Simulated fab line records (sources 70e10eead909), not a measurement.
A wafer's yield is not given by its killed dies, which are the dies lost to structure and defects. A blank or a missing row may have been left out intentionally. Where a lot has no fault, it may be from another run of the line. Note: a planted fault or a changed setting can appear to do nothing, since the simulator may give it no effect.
fab line records + flow nand-harc
record:
- lots: 13
- wafers: 39
- last-day: 24
route steps=1159 shown A_CHANNEL_HOLE_D1@479 A_CHANNEL_FILL_D1@495
lots untouched by any fault: they come from a run of this same line in which no faults occurred
start-h: hours from the record's opening day to when the first of the lot's shown wafers began + wait-h: time in hours since the lot's previous step + " as in the row above + L1.1+2: a single row standing in for several wafers + - value missing, or start not given + * or withheld: withheld + < > ~ a bound
route shown NAME@n: a module of which the file shows steps, and the number in the route of the first + usual: the fault-free wafers' mean and standard deviation + same: alike in all rows + chamber/n: place in a boat + sites: each site's reading + _std_site: standard deviation of those values + _edge_site: inner sites' mean taken away from outer sites' mean + radius-mm: for every site, how far away it sits from the centre of the wafer + mask NAME#n: copy n + behind: tool/chamber where the wafer was last shaped + hold: the reason the lot was held/the length of the hold in hours/how it ended + device: the transistor (n, p or np) that didn't switch + end of line: tests of these same wafers at the route's end + where a step has no rows: the recipe by itself + killed: count of dies lost to structure and defects at first sort (not the wafer's yield) + map: a wafer's dies, marking killed ones x, the rest . and places with no die _
set.NAME: setting as actually run; set.NAME@STEP: the setting as run at that earlier step + model.NAME: the simulator's own value behind a step, which no gauge read
route steps across a sampled set of lots; one table per step, one row per wafer
services: the hour from which a tool's chamber was out of use, counted from the record's first day as start-h (under 0 if before that day), plus the number of hours and why
== steps ==
step: NHARC_A_CHANNEL_HOLE_D1_ETCH_33
recipe:
- bias-v: 400
- source-w: 2000
- pressure-mtorr: 25
- time-s: 90
- ar-flow-sccm: 375
- c4f8-flow-sccm: 41.7
- o2-flow-sccm: 83.3
- temp-c: -20
- target-depth-a: 4000
- chemistry: C4F8/O2/Ar
usual:
- drypump-motor-current-A: 5.96/0.25
- esc-clamp-current-uA: 0.0211/0.00068
- mfc-ar-sccm: 375.1/1.1
- o2-flow-sccm: 83.28/0.25
- showerhead-plenum-p-Torr: 3.77/0.099
- throttle-valve-pct: 27.620/0.01
| lot.wafer | tool        | chamber | start-h | wait-h | drypump-motor-current-A | esc-clamp-current-uA | mfc-ar-sccm | o2-flow-sccm | rf-hours-counter-h | showerhead-plenum-p-Torr | throttle-valve-pct |
|-----------|-------------|---------|---------|--------|-------------------------|----------------------|-------------|--------------|--------------------|--------------------------|--------------------|
| L984.1    | har-etch-01 | 0       | 175.73  | 0.2    | 6.23                    | 0.0203               | 375.6       | 83.03        | 187                | 3.77                     | 27.605             |
| L984.3    | "           | 0       | "       | "      | 6.24                    | 0.0204               | 376.1       | 83.13        | -                  | 3.77                     | 27.616             |
| L984.4    | "           | 1       | "       | "      | 5.78                    | 0.0203               | 374.7       | 83.35        | -                  | 3.63                     | 27.628             |
| L983.1    | har-etch-02 | 1       | 182.51  | 0.2    | 6.17                    | 0.0214               | 375.0       | 83.54        | 105                | 3.92                     | 27.627             |
| L983.6    | "           | 0       | "       | "      | 5.69                    | 0.0218               | 377.5       | 83.77        | -                  | 3.77                     | 27.613             |
| L983.5    | "           | 1       | "       | "      | 6.17                    | 0.0215               | 376.2       | 83.32        | -                  | 3.92                     | 27.618             |
| L985.2    | har-etch-01 | 0       | 196.45  | 0.2    | 6.18                    | 0.0203               | 374.2       | 84.01        | 195                | 3.77                     | 27.617             |
| L985.4    | "           | 0       | "       | "      | 6.24                    | 0.0203               | 376.4       | 83.44        | -                  | 3.77                     | 27.617             |
| L985.5    | "           | 0       | "       | "      | 6.21                    | 0.0203               | 376.0       | 83.33        | -                  | 3.77                     | 27.621             |
| L987.4    | har-etch-01 | 1       | 204.96  | 0.2    | 5.76                    | 0.0203               | 375.6       | 83.40        | -                  | 3.62                     | 27.616             |
| L987.3    | "           | 0       | "       | "      | 6.27                    | 0.0203               | 375.6       | 83.10        | -                  | 3.76                     | 27.625             |
| L987.6    | "           | 1       | "       | "      | 5.76                    | 0.0203               | 374.3       | 83.39        | -                  | 3.62                     | 27.614             |
| L990.4    | har-etch-01 | 0       | 232.27  | 0.2    | 6.27                    | 0.0203               | 375.5       | 83.18        | -                  | 3.76                     | 27.612             |
| L990.3    | "           | 1       | "       | "      | 5.77                    | 0.0203               | 375.6       | 83.03        | -                  | 3.62                     | 27.620             |
| L990.5    | "           | 1       | "       | "      | 5.78                    | 0.0203               | 373.4       | 82.93        | -                  | 3.62                     | 27.638             |
| L992.2    | har-etch-02 | 1       | 232.39  | 0.2    | 6.26                    | 0.0215               | 375.2       | 83.29        | 126                | 3.91                     | 27.627             |
| L992.3    | "           | 1       | "       | "      | 6.18                    | 0.0215               | 376.3       | 83.24        | -                  | 3.91                     | 27.630             |
| L992.6    | "           | 1       | "       | "      | 6.24                    | 0.0216               | 376.7       | 83.21        | -                  | 3.91                     | 27.626             |
| L991.1    | har-etch-01 | 1       | 236.38  | 0.2    | 5.78                    | 0.0204               | 377.1       | 83.05        | 215                | 3.62                     | 27.617             |
| L991.3    | "           | 0       | "       | "      | 6.27                    | 0.0204               | 375.5       | 82.48        | -                  | 3.76                     | 27.628             |
| L991.5    | "           | 1       | "       | "      | 5.76                    | 0.0203               | 375.4       | 82.98        | -                  | 3.62                     | 27.614             |
| L993.4    | har-etch-02 | 1       | 246.81  | 0.2    | 6.19                    | 0.0215               | 375.4       | 83.57        | -                  | 3.90                     | 27.627             |
| L993.3    | "           | 0       | "       | "      | 5.71                    | 0.0218               | 377.6       | 83.30        | -                  | 3.76                     | 27.617             |
| L993.6    | "           | 0       | "       | "      | 5.68                    | 0.0218               | 376.1       | 83.43        | -                  | 3.76                     | 27.617             |
| L100.2    | har-etch-02 | 1       | 276.54  | 0.2    | 6.16                    | 0.0216               | 376.2       | 83.63        | 148                | 3.89                     | 27.623             |
| L100.4    | "           | 0       | "       | "      | 5.67                    | 0.0219               | 376.0       | 83.44        | -                  | 3.75                     | 27.622             |
| L100.6    | "           | 1       | "       | "      | 6.22                    | 0.0215               | 375.8       | 83.42        | -                  | 3.89                     | 27.636             |
| L999.2    | har-etch-01 | 1       | 276.95  | 0.2    | 5.76                    | 0.0204               | 375.5       | 83.14        | 233                | 3.61                     | 27.615             |
| L999.4    | "           | 1       | "       | "      | 5.78                    | 0.0203               | 376.6       | 83.37        | -                  | 3.61                     | 27.616             |
| L999.6    | "           | 1       | "       | "      | 5.79                    | 0.0203               | 376.1       | 83.12        | -                  | 3.61                     | 27.618             |
| L101.2    | har-etch-02 | 0       | 284.97  | 0.2    | 5.71                    | 0.0218               | 376.0       | 83.11        | 154                | 3.75                     | 27.603             |
| L101.3    | "           | 0       | "       | "      | 5.67                    | 0.0217               | 373.8       | 83.03        | -                  | 3.75                     | 27.625             |
| L101.5    | "           | 1       | "       | "      | 6.14                    | 0.0216               | 374.5       | 83.33        | -                  | 3.89                     | 27.609             |
| L105.2    | har-etch-02 | 1       | 311.76  | 0.2    | 6.21                    | 0.0215               | 374.7       | 83.75        | 169                | 3.88                     | 27.617             |
| L105.6    | "           | 0       | "       | "      | 5.70                    | 0.0219               | 376.3       | 83.18        | -                  | 3.74                     | 27.616             |
| L105.5    | "           | 1       | "       | "      | 6.19                    | 0.0216               | 375.2       | 83.77        | -                  | 3.88                     | 27.616             |
| L106.4    | har-etch-02 | 1       | 315.94  | 0.2    | 6.17                    | 0.0216               | 374.0       | 83.52        | -                  | 3.88                     | 27.614             |
| L106.3    | "           | 0       | "       | "      | 5.69                    | 0.0219               | 373.4       | 83.44        | -                  | 3.74                     | 27.623             |
| L106.5    | "           | 0       | "       | "      | 5.68                    | 0.0219               | 376.0       | 83.03        | -                  | 3.74                     | 27.636             |
step: NHARC_A_CHANNEL_FILL_D1_ALD_15
recipe:
- target-thk-a: 20
- pulse-time-s: 60
- ald-cycles: 19
- temp-c: 630
- pressure-torr: 2
- material: SiNx
usual:
- ald-cycles: 19/0
- precursor-pulse-height-rel: 1.000/0.018
| lot.wafer | tool             | chamber | start-h | wait-h | ald-cycles | precursor-pulse-height-rel |
|-----------|------------------|---------|---------|--------|------------|----------------------------|
| L984.1    | ald-sin-batch-03 | 0       | 188.17  | -      | 19         | 0.974                      |
| L984.3    | "                | 0       | "       | "      | 19         | 0.984                      |
| L984.4    | "                | 0       | "       | "      | 19         | 0.984                      |
| L983.1    | ald-sin-batch-02 | 0       | 194.80  | -      | 19         | 1.014                      |
| L983.5    | "                | 0       | "       | "      | 19         | 1.002                      |
| L983.6    | "                | 0       | "       | "      | 19         | 0.966                      |
| L985.2    | ald-sin-batch-01 | 0       | 208.53  | -      | 19         | 0.992                      |
| L985.4    | "                | 0       | "       | "      | 19         | 0.999                      |
| L985.5    | "                | 0       | "       | "      | 19         | 0.966                      |
| L987.3    | ald-sin-batch-02 | 0       | 216.96  | -      | 19         | 0.986                      |
| L987.4    | "                | 0       | "       | "      | 19         | 1.017                      |
| L987.6    | "                | 0       | "       | "      | 19         | 0.989                      |
| L990.3    | ald-sin-batch-01 | 0       | 248.14  | -      | 19         | 0.982                      |
| L990.4    | "                | 0       | "       | "      | 19         | 0.984                      |
| L990.5    | "                | 0       | "       | "      | 19         | 0.981                      |
| L991.1    | ald-sin-batch-01 | 0       | 248.14  | -      | 19         | 0.993                      |
| L991.3    | "                | 0       | "       | "      | 19         | 0.993                      |
| L991.5    | "                | 0       | "       | "      | 19         | 1.004                      |
| L992.2    | ald-sin-batch-01 | 0       | 248.14  | -      | 19         | 0.992                      |
| L992.3    | "                | 0       | "       | "      | 19         | 1.017                      |
| L992.6    | "                | 0       | "       | "      | 19         | 1.001                      |
| L993.3    | ald-sin-batch-01 | 0       | 259.06  | 3.1    | 19         | 0.993                      |
| L993.4    | "                | 0       | "       | "      | 19         | 1.010                      |
| L993.6    | "                | 0       | "       | "      | 19         | 0.996                      |
| L999.2    | ald-sin-batch-01 | 0       | 290.10  | -      | 20         | 0.973                      |
| L999.4    | "                | 0       | "       | "      | 20         | 1.022                      |
| L999.6    | "                | 0       | "       | "      | 20         | 1.019                      |
| L100.2    | ald-sin-batch-01 | 0       | 290.10  | -      | 20         | 1.001                      |
| L100.4    | "                | 0       | "       | "      | 20         | 1.013                      |
| L100.6    | "                | 0       | "       | "      | 20         | 1.000                      |
| L101.2    | ald-sin-batch-01 | 0       | 297.55  | -      | 20         | 1.016                      |
| L101.3    | "                | 0       | "       | "      | 20         | 0.998                      |
| L101.5    | "                | 0       | "       | "      | 20         | 1.022                      |
| L105.2    | ald-sin-batch-02 | 0       | 323.97  | -      | 19         | 0.989                      |
| L105.5    | "                | 0       | "       | "      | 19         | 0.980                      |
| L105.6    | "                | 0       | "       | "      | 19         | 1.000                      |
| L106.3    | ald-sin-batch-02 | 0       | 327.92  | -      | 19         | 1.013                      |
| L106.4    | "                | 0       | "       | "      | 19         | 1.027                      |
| L106.5    | "                | 0       | "       | "      | 19         | 1.035                      |
step: NHARC_A_CHANNEL_FILL_D1_ETCHBACK_20
recipe:
- target-depth-a: 270
- time-s: 13.5
- c4f8-flow-sccm: withheld
- o2-flow-sccm: 8
- ar-flow-sccm: withheld
- rf-w: 600
- bias-w: 1500
- chemistry: C4F8/O2/Ar
usual:
- oes-product-au: 0.97/0.036
- rf-vpp-V: 981/4.3
| lot.wafer | tool        | chamber | start-h | wait-h | oes-product-au | rf-hours-counter-h | rf-vpp-V |
|-----------|-------------|---------|---------|--------|----------------|--------------------|----------|
| L984.1    | rie-diel-13 | 0       | 203.36  | -      | 1.00           | 2.5                | 987      |
| L984.4    | "           | 1       | "       | "      | 0.97           | 1.6                | 985      |
| L984.3    | "           | 3       | "       | "      | 1.02           | 2.4                | 983      |
| L983.1    | rie-diel-09 | 2       | 209.09  | -      | 0.94           | 4.6                | 981      |
| L983.5    | "           | 0       | "       | "      | 0.92           | -                  | 972      |
| L983.6    | "           | 1       | "       | "      | 0.92           | -                  | 980      |
| L985.4    | rie-diel-13 | 0       | 222.42  | -      | 0.92           | 2.9                | 987      |
| L985.2    | "           | 1       | "       | "      | 0.93           | 1.9                | 985      |
| L985.5    | "           | 2       | "       | "      | 0.91           | -                  | 982      |
| L987.3    | rie-diel-13 | 0       | 231.15  | -      | 0.93           | 3.1                | 986      |
| L987.4    | "           | 2       | "       | "      | 0.92           | 3.2                | 980      |
| L987.6    | "           | 0       | "       | "      | 0.93           | -                  | 987      |
| L990.4    | rie-diel-13 | 3       | 261.98  | -      | 1.01           | 3.8                | 985      |
| L990.3    | "           | 0       | "       | "      | 1.00           | 3.8                | 986      |
| L990.5    | "           | 3       | "       | "      | 1.01           | -                  | 983      |
| L991.1    | rie-diel-13 | 2       | 262.03  | -      | 0.99           | 3.8                | 981      |
| L991.3    | "           | 0       | "       | "      | 0.99           | 3.8                | 988      |
| L991.5    | "           | 2       | "       | "      | 0.99           | -                  | 982      |
| L992.3    | rie-diel-13 | 2       | 262.08  | -      | 0.92           | 3.8                | 982      |
| L992.2    | "           | 0       | "       | "      | 0.92           | 3.8                | 985      |
| L992.6    | "           | 2       | "       | "      | 0.92           | -                  | 982      |
| L993.3    | rie-diel-13 | 0       | 272.92  | -      | 0.93           | 4.0                | 987      |
| L993.6    | "           | 3       | "       | "      | 0.95           | -                  | 986      |
| L993.4    | "           | 0       | "       | "      | 0.93           | -                  | 986      |
| L999.4    | rie-diel-13 | 3       | 303.90  | -      | 1.01           | 0.2                | 983      |
| L999.2    | "           | 1       | "       | "      | 1.00           | 0.2                | 984      |
| L999.6    | "           | 3       | "       | "      | 1.01           | -                  | 983      |
| L100.2    | rie-diel-09 | 2       | 303.93  | -      | 1.01           | 1.7                | 981      |
| L100.4    | "           | 3       | "       | "      | 1.00           | 0.7                | 978      |
| L100.6    | "           | 3       | "       | "      | 0.99           | -                  | 977      |
| L101.2    | rie-diel-13 | 2       | 314.69  | -      | 0.98           | 0.6                | 982      |
| L101.3    | "           | 3       | "       | "      | 1.00           | 0.6                | 984      |
| L101.5    | "           | 1       | "       | "      | 1.00           | -                  | 984      |
| L105.2    | rie-diel-09 | 3       | 338.80  | -      | 0.92           | 1.9                | 976      |
| L105.5    | "           | 0       | "       | "      | 0.92           | -                  | 972      |
| L105.6    | "           | 1       | "       | "      | 0.92           | -                  | 980      |
| L106.4    | rie-diel-13 | 3       | 342.30  | -      | 1.01           | 1.5                | 984      |
| L106.3    | "           | 1       | "       | "      | 0.99           | 1.2                | 985      |
| L106.5    | "           | 0       | "       | "      | 0.98           | -                  | 986      |
step: NHARC_A_CHANNEL_FILL_D1_THK_MEAS_06
recipe:
- thk-meas-gauge: ellipsometry
usual:
- thk-nm: 5.0/0.91
| lot.wafer | tool          | chamber | start-h | wait-h | thk-nm |
|-----------|---------------|---------|---------|--------|--------|
| L984.1    | film-metro-01 | -       | 215.11  | 0.4    | 5.7    |
| L984.3    | "             | -       | "       | "      | 6.6    |
| L984.4    | "             | -       | "       | "      | 5.5    |
| L983.1    | film-metro-02 | -       | 222.70  | 0.4    | 5.0    |
| L983.5    | "             | -       | "       | "      | 4.4    |
| L983.6    | "             | -       | "       | "      | 3.8    |
| L985.2    | film-metro-01 | -       | 234.07  | 0.4    | 4.9    |
| L985.4    | "             | -       | "       | "      | 4.3    |
| L985.5    | "             | -       | "       | "      | 4.2    |
| L987.3    | film-metro-02 | -       | 242.66  | 0.4    | 5.4    |
| L987.4    | "             | -       | "       | "      | 5.0    |
| L987.6    | "             | -       | "       | "      | 7.1    |
| L992.2    | film-metro-02 | -       | 273.60  | 0.4    | 3.9    |
| L992.3    | "             | -       | "       | "      | 6.1    |
| L992.6    | "             | -       | "       | "      | 6.3    |
| L990.3    | film-metro-01 | -       | 273.60  | 0.4    | 3.1    |
| L990.4    | "             | -       | "       | "      | 4.4    |
| L990.5    | "             | -       | "       | "      | 4.6    |
| L991.1    | film-metro-02 | -       | 273.60  | 0.4    | 6.4    |
| L991.3    | "             | -       | "       | "      | 5.4    |
| L991.5    | "             | -       | "       | "      | 5.1    |
| L993.3    | film-metro-02 | -       | 284.66  | 0.4    | 4.7    |
| L993.4    | "             | -       | "       | "      | 4.6    |
| L993.6    | "             | -       | "       | "      | 5.7    |
| L100.2    | film-metro-02 | -       | 315.51  | 0.4    | 5.8    |
| L100.4    | "             | -       | "       | "      | 5.0    |
| L100.6    | "             | -       | "       | "      | 5.3    |
| L999.2    | film-metro-02 | -       | 315.52  | 0.4    | 5.3    |
| L999.4    | "             | -       | "       | "      | 4.5    |
| L999.6    | "             | -       | "       | "      | 3.9    |
| L101.2    | film-metro-02 | -       | 330.96  | 0.4    | 6.4    |
| L101.3    | "             | -       | "       | "      | 5.1    |
| L101.5    | "             | -       | "       | "      | 6.8    |
| L105.2    | film-metro-01 | -       | 350.37  | 0.4    | 6.0    |
| L105.5    | "             | -       | "       | "      | 4.1    |
| L105.6    | "             | -       | "       | "      | 4.9    |
| L106.3    | film-metro-01 | -       | 354.03  | 0.4    | 5.7    |
| L106.4    | "             | -       | "       | "      | 5.3    |
| L106.5    | "             | -       | "       | "      | 4.1    |
== services ==
| tool             | chamber | start-h | hours | kind   |
|------------------|---------|---------|-------|--------|
| rie-diel-13      | 0       | 157.11  | -     | clean  |
| rie-diel-13      | 1       | 157.11  | -     | clean  |
| rie-diel-13      | 2       | 157.11  | -     | clean  |
| rie-diel-13      | 3       | 157.11  | -     | clean  |
| rie-diel-13      | 1       | 178.72  | 22.5  | repair |
| rie-diel-13      | 0       | 181.61  | -     | clean  |
| rie-diel-13      | 2       | 181.61  | -     | clean  |
| rie-diel-13      | 3       | 181.61  | -     | clean  |
| rie-diel-13      | 0       | 206.11  | -     | clean  |
| rie-diel-13      | 1       | 206.11  | -     | clean  |
| rie-diel-13      | 2       | 206.11  | -     | clean  |
| rie-diel-13      | -       | 210.84  | 0.8   | repair |
| rie-diel-09      | 1       | 233.48  | 4.4   | repair |
| ald-sin-batch-03 | -       | 240.18  | 28.8  | repair |
| rie-diel-09      | -       | 254.10  | 9.0   | pm     |
| rie-diel-13      | 2       | 267.08  | 10.3  | repair |
| rie-diel-09      | -       | 270.00  | 0.7   | repair |
| rie-diel-13      | -       | 276.00  | 9.0   | pm     |
| rie-diel-09      | 3       | 282.14  | 6.2   | repair |
| rie-diel-09      | 1       | 288.61  | 1.6   | repair |
| rie-diel-09      | 3       | 292.23  | 7.0   | repair |
| har-etch-01      | -       | 305.00  | 17.0  | pm     |
| ald-sin-batch-03 | -       | 314.00  | 26.0  | pm     |
| rie-diel-13      | 1       | 317.35  | 5.6   | repair |
== key ==
first-sign:
- step: NHARC_A_CHANNEL_FILL_D1_ALD_15
- reading: ald-cycles
- direction: up
- sigmas: 99+
- usual: 19
- struck: 20
effect none on later readings
met-at NHARC_A_CHANNEL_FILL_D1_ALD_15
struck-lots L999,L100,L101
tester-left-out L999,L100,L101
not-acting-at NHARC_A_CHANNEL_HOLE_D1_ETCH_33,NHARC_A_CHANNEL_FILL_D1_ETCHBACK_20,NHARC_A_CHANNEL_FILL_D1_THK_MEAS_06
onset-between 259.06 290.10
fault:
- kind: process-parameter-drift
- tool: ald-sin-batch-01
- chamber: -
- onset-h: 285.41
- steps: NHARC_A_CHANNEL_FILL_D1_ALD_15
- channel: ald-cycles
- offset: 1
- shape: step
- end-h: 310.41
- acts-in: these-recipes-only
- stated: 19
tester-left-out: of these lots the tester's yield and bins aren't shown, on N5 and GAA mostly nor the transistor test; their killed dies are dies lost to structure and defects alone, not to doping, threshold or leakage, so they don't give the yield
